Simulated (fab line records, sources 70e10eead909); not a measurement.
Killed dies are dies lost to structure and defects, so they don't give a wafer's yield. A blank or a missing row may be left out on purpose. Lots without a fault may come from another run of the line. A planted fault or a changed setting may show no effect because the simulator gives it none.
Which tool did it? | flow nand_harc | 24 lots, 72 wafers sampled, at 2 steps of a route of 1159

WHAT THE GAUGES READ, wafer by wafer
NHARC_A_WL_FILL_INSPECT_15.
lot  | measured     | on                | raw_defect_count
L074 | day 15 10:50 | defect_inspect-01 | 260 322 237
L075 | day 16 07:35 | defect_inspect-01 | 277 306 335
L076 | day 16 14:52 | defect_inspect-01 | 451 670 364
L077 | day 16 15:25 | defect_inspect-01 | 581 578 462
L078 | day 16 19:07 | defect_inspect-01 | 470 245 644
L082 | day 17 10:06 | defect_inspect-02 | 361 356 446
L079 | day 17 13:32 | defect_inspect-02 | 272 166 361
L080 | day 17 19:59 | defect_inspect-01 | 419 393 388
L081 | day 18 04:52 | defect_inspect-02 | 347 241 245
L085 | day 18 12:41 | defect_inspect-01 | 256 287 254
L084 | day 18 12:43 | defect_inspect-02 | 270 469 276
L086 | day 18 20:31 | defect_inspect-01 | 366 340 275
L087 | day 18 20:53 | defect_inspect-02 | 520 874 547
L083 | day 19 00:47 | defect_inspect-01 | 413 413 787
L088 | day 19 12:32 | defect_inspect-02 | 467 242 293
L089 | day 19 12:37 | defect_inspect-01 | 312 315 383
L090 | day 20 04:50 | defect_inspect-02 | 381 436 273
L092 | day 20 11:58 | defect_inspect-02 | 268 399 442
L093 | day 20 15:24 | defect_inspect-02 | 218 377 288
L094 | day 20 18:59 | defect_inspect-02 | 437 511 530
L091 | day 20 19:46 | defect_inspect-02 | 423 331 402
L096 | day 21 22:13 | defect_inspect-01 | 431 394 413
L095 | day 21 22:50 | defect_inspect-02 | 338 326 215
L097 | day 22 02:29 | defect_inspect-01 | 315 309 345

NHARC_A_CONTACT_CD_MEAS_53.
lot  | measured     | on        | cd_nm (nm)
L074 | day 15 19:48 | cd_sem-02 | 189.9 189.6 189.4
L075 | day 16 15:20 | cd_sem-02 | 190.6 189.8 189.1
L076 | day 16 21:53 | cd_sem-02 | 190.4 190.0 189.6
L077 | day 16 22:40 | cd_sem-02 | 188.6 188.3 188.7
L078 | day 17 04:47 | cd_sem-02 | 188.5 188.9 190.0
L082 | day 17 17:44 | cd_sem-03 | 190.0 190.1 188.6
L079 | day 17 22:01 | cd_sem-03 | 190.8 189.3 191.2
L080 | day 18 05:21 | cd_sem-02 | 190.1 189.1 189.9
L081 | day 18 12:25 | cd_sem-01 | 190.6 188.7 189.5
L085 | day 18 21:07 | cd_sem-01 | 191.0 190.9 189.9
L084 | day 18 21:58 | cd_sem-03 | 188.8 188.1 189.3
L086 | day 19 04:14 | cd_sem-03 | 188.4 188.2 187.4
L087 | day 19 04:05 | cd_sem-02 | 187.7 189.4 189.5
L083 | day 19 08:09 | cd_sem-02 | 188.7 187.7 188.8
L088 | day 19 20:34 | cd_sem-02 | 191.3 189.6 190.3
L089 | day 19 20:05 | cd_sem-03 | 189.0 190.2 190.7
L090 | day 20 11:56 | cd_sem-03 | 191.0 190.6 189.7
L092 | day 20 19:38 | cd_sem-02 | 190.7 188.9 188.9
L093 | day 20 22:48 | cd_sem-03 | 191.0 189.8 189.3
L094 | day 21 02:31 | cd_sem-01 | 188.7 190.4 188.8
L091 | day 21 03:39 | cd_sem-01 | 190.1 189.7 190.0
L096 | day 22 05:22 | cd_sem-02 | 188.9 190.4 189.9
L095 | day 22 07:47 | cd_sem-02 | 190.2 191.6 191.0
L097 | day 22 10:19 | cd_sem-03 | 190.3 190.3 189.9

WHICH TOOL RAN EACH LOT (tool, then ch and the chambers of the sampled wafers, then the start)
The record holds no process step before these readings.

WHAT THE TOOLS THEMSELVES READ (means of the sampled wafers that have a number; where no wafer has one, the mark that the record gives instead)
The record holds no such reading with a usual standard deviation.

THE ANSWER, worked out from the rows above alone
Rule: what is usual is taken from the lots themselves. Put in order of their means at a reading, lots are off if they are a third of the lots or fewer, leave a main group of 4 or more, and stand apart from it by a gap of 3 or more times the standard deviation of the main group's means; of several such gaps the widest counts. A main group whose means are all the same, to the digits that the tables above print for the reading, isn't used. A lot without any number at a reading at which 4 lots or more have one is off too. The other lots that the step has rows for count as sound. The gauges are gone through in route order, then the tools' own readings, and for those a lot's mean is taken as printed above. The first step at which some lot is off is used, and at that step the reading that is off furthest; a lot without a number counts as furthest.
No lot is off at any reading shown: from this, nothing can be told.

WHAT THE SIMULATOR HAD PUT IN
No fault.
